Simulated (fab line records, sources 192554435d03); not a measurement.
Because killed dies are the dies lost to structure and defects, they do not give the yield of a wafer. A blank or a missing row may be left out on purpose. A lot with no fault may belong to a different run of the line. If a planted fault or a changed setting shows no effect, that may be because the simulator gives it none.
Code-filled problem report in 8D (eight disciplines) form ; flow n5-finfet ; the parts of the form that need people (team, actions taken, sign-off) are left out

## 1. THE PROBLEM
A mean of 65.7 s is read at N5_BEOL_M5_CO_CAP_78 for run-length-s, taken on 1 wafer of 1 lot, against 124.7 s (standard deviation 0.65) on wafers free of any fault. Relative to the usual mean, that is a shift of -91 standard deviations.
The step: material Co, precursor CCTBA/H2, target thk 2 nm, time 102.1 s.
Earliest sighting: wafer L567.3 on cvd-co-02 at day 13 09:44. The record holds 36 wafers of 12 lots with a number at this step. Rule for "out", or "out of limits": more than 4 standard deviations from the usual mean. The other wafers with a number count as sound.

## 2. WHAT IT IS, WHAT IT ISN'T
question;is;is not
which readings at this step;run-length-s;heater-power-w
which lots;L567;L552, L553, L556, L557, L558, L559, L560, L561, L562, L569, L571
which wafers of those lots;L567.3;L567.1, L567.2
read on which tools;cvd-co-02;cvd-co-01
when;from day 13 09:44;"up to then (29 sound wafers); but 6 sound wafers of L569, L571 came after"

## 3. WHAT RULES OUT EACH SUSPECT
Counting: if a tool at a process step up to the reading ran every lot that is out, it stays a suspect. Sound lots after the first of them don't rule it out here, since some wafers of a struck lot are sound.
- pvd-sputter-03 at N5_BEOL_M5_SPUTTER_88 (material Cu, target thk 15 nm, time 27.62 s): kept. It ran the lot that is out, L567 (day 13 07:12); its last sound lot up to then is L562 (day 12 02:23).
- pvd-sputter-03 at N5_BEOL_M5_SPUTTER_90 (material Cu, target thk 4.5 nm, time 8.29 s): kept. It ran the lot that is out, L567 (day 13 08:17); its last sound lot up to then is L562 (day 12 03:28).
- cvd-co-02 at N5_BEOL_M5_PRE_CLEAN_77 (time 15 s): kept. It ran the lot that is out, L567 (day 13 09:41); its last sound lot up to then is L562 (day 12 04:18).
- cvd-co-02 at N5_BEOL_M5_CO_CAP_78 (material Co, precursor CCTBA/H2, target thk 2 nm, time 102.1 s): kept. It ran the lot that is out, L567 (day 13 09:44); its last sound lot up to then is L562 (day 12 04:20). Out on those wafers are its own readings of run-length-s.
- In cvd-co-02 at N5_BEOL_M5_PRE_CLEAN_77, the wafers that are out were processed in chamber 2 and their sound lot-mates in chambers 0, 1.
- In cvd-co-02 at N5_BEOL_M5_CO_CAP_78, the wafers that are out were processed in chamber 2 and their sound lot-mates in chambers 0, 1.
Left after counting: pvd-sputter-03 at N5_BEOL_M5_SPUTTER_88, pvd-sputter-03 at N5_BEOL_M5_SPUTTER_90, cvd-co-02 at N5_BEOL_M5_PRE_CLEAN_77, cvd-co-02 at N5_BEOL_M5_CO_CAP_78.

## 4. THE CAUSE (what the simulator had put in)
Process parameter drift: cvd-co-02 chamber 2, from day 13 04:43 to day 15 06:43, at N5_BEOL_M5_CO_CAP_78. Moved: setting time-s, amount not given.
Counting leaves 4 suspects; this tool is one of them.

## 5. THE CHAIN OF EFFECTS, in route order
Rows list readings where the struck wafers' mean (over those with a number) sits beyond 3 standard deviations from the usual. Only readings whose record carries a usual standard deviation are examined. hours: median over the lots of the time between each lot's start at the first step of this table that gives one and its start at this step. sigmas: the change, counted in usual standard deviations.
hours;step;reading;usual;on struck wafers;change;sigmas
0;N5_BEOL_M5_CO_CAP_78;run-length-s;124.7 s;65.7;-59.0;-91
Here are the process steps it includes:
- N5_BEOL_M5_CO_CAP_78: material Co, precursor CCTBA/H2, target thk 2 nm, time 102.1 s.

## 6. WHAT WOULD HAVE CAUGHT IT SOONER
5 hours passed between the start of the fault at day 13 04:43 and the first reading out of limits in this record, taken at day 13 09:44.
